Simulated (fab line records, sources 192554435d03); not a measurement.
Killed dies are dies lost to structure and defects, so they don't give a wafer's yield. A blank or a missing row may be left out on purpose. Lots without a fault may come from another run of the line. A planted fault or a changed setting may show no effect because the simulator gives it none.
Split-lot experiment | flow n5_finfet | 7 lots, 39 wafers read, on a route of 1938 steps

THE SPLIT
At N5_HKMG_FIN_ETCH_58 (etches SOC in N2/H2, target depth 215.8 nm, time 741 s), the setting bias_w was moved away from the recipe's 13 W on 9 of the 39 wafers read, by -14.8% to +15.3%. The other wafers ran this setting at the recipe's value.

The reading is taken at the split's own step.

THE READING
rf_vpp_V, in V, at N5_HKMG_FIN_ETCH_58 (etches SOC in N2/H2, target depth 215.8 nm, time 741 s). Fault-free wafers of this fab line usually give 99.1 V, standard deviation 0.94 V.

wafer  | tool, chamber at the split | bias_w as run, W | against the recipe | rf_vpp_V, V | against lot-mates on the recipe
L079.1 | rie_diel-01, 3             | 14.99            | +15.3%             | 109.2       | +11.1
L079.2 | rie_diel-01, 0             | 14.99            | +15.3%             | 109.0       | +10.9
L079.3 | rie_diel-01, 2             | 13               | recipe             | 98.3        | -
L079.4 | rie_diel-01, 1             | 13               | recipe             | 98.3        | -
L079.5 | rie_diel-01, 3             | 14.99            | +15.3%             | 108.9       | +10.8
L079.6 | rie_diel-01, 2             | 13               | recipe             | 97.8        | -
L085.1 | rie_diel-02, 1             | 11.08            | -14.8%             | 88.9        | -12.1
L085.2 | rie_diel-02, 3             | 11.08            | -14.8%             | 90.3        | -10.7
L085.3 | rie_diel-02, 0             | 13               | recipe             | 101.1       | -
L085.4 | rie_diel-02, 2             | 11.08            | -14.8%             | 90.7        | -10.3
L085.5 | rie_diel-02, 2             | 13               | recipe             | 101.4       | -
L085.6 | rie_diel-02, 3             | 13               | recipe             | 100.4       | -
L086.1 | rie_diel-02, 0             | 13               | recipe             | 99.2        | -
L086.2 | rie_diel-02, 2             | 11.44            | -12.0%             | 90.3        | -9.2
L086.3 | rie_diel-02, 3             | 11.44            | -12.0%             | 92.5        | -7.0
L086.4 | rie_diel-02, 1             | 13               | recipe             | 98.9        | -
L086.5 | rie_diel-02, 2             | 13               | recipe             | 100.4       | -
L086.6 | rie_diel-02, 3             | 11.44            | -12.0%             | 93.2        | -6.3
L088.1 | rie_diel-01, 0             | 13               | recipe             | 99.8        | -
L088.2 | rie_diel-01, 1             | 13               | recipe             | 99.5        | -
L088.3 | rie_diel-01, 2             | 13               | recipe             | 98.7        | -
L088.4 | rie_diel-01, 3             | 13               | recipe             | 98.4        | -
L088.5 | rie_diel-01, 0             | 13               | recipe             | 98.9        | -
L088.6 | rie_diel-01, 1             | 13               | recipe             | 100.0       | -
L093.1 | rie_diel-02, 1             | 13               | recipe             | 97.7        | -
L093.5 | rie_diel-02, 0             | 13               | recipe             | 98.2        | -
L093.6 | rie_diel-02, 3             | 13               | recipe             | 99.3        | -
L095.1 | rie_diel-02, 2             | 13               | recipe             | 99.3        | -
L095.2 | rie_diel-02, 1             | 13               | recipe             | 99.9        | -
L095.3 | rie_diel-02, 0             | 13               | recipe             | 100.5       | -
L095.4 | rie_diel-02, 3             | 13               | recipe             | 100.1       | -
L095.5 | rie_diel-02, 1             | 13               | recipe             | 99.3        | -
L095.6 | rie_diel-02, 2             | 13               | recipe             | 100.8       | -
L097.1 | rie_diel-01, 2             | 13               | recipe             | 98.1        | -
L097.2 | rie_diel-01, 1             | 13               | recipe             | 99.3        | -
L097.3 | rie_diel-01, 3             | 13               | recipe             | 98.3        | -
L097.4 | rie_diel-01, 0             | 13               | recipe             | 99.9        | -
L097.5 | rie_diel-01, 0             | 13               | recipe             | 99.4        | -
L097.6 | rie_diel-01, 1             | 13               | recipe             | 99.2        | -

THE FIT
A straight line over all 39 wafers: rf_vpp_V changes by +0.629 V for each +1% of bias_w; r = +0.98; the points scatter about the line by 0.96 V.
The same after taking each lot's own level away (the mean of its wafers on the recipe; 39 wafers): +0.704 V for each +1%; r = +0.99; scatter 0.73 V.
On that fit, the largest move of bias_w shifts the reading by 11 V.
The lots' own levels span 98.13 to 100.97 V, that is 3.0 times the standard deviation above.
So the lot-to-lot level changes the slope: the two fits differ.
Check: with one of the wafers moved furthest among these (+15.3%) left out of the fit, the line predicts +10.8 V for it against its lot-mates. It came out at +11.1 V against them.
Tool readings at the split's step, against how far the setting was moved: rf_vpp_V r = +0.98.

OTHER SPLITS ON THESE WAFERS
These wafers also went through other splits before the reading. Each is held against what the fit with the lots' levels taken away leaves over:
other split on the same wafers       | wafers away from the commonest value | r with rf_vpp_V (lot level and that fit taken away)
N5_WELL_APT_EPI_41 time_s            | 9                                    | -0.05
N5_FIN_SAQP_ETCH_65 time_s           | 15                                   | -0.05
N5_DUMMY_GATE_ETCH_31 target_depth_a | 15                                   | +0.06
N5_DUMMY_GATE_ETCH_32 time_s         | 18                                   | -0.25

THE FILE'S OWN FIT
rf_vpp_V changes by +0.704 V for each +1% of bias_w, r = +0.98.
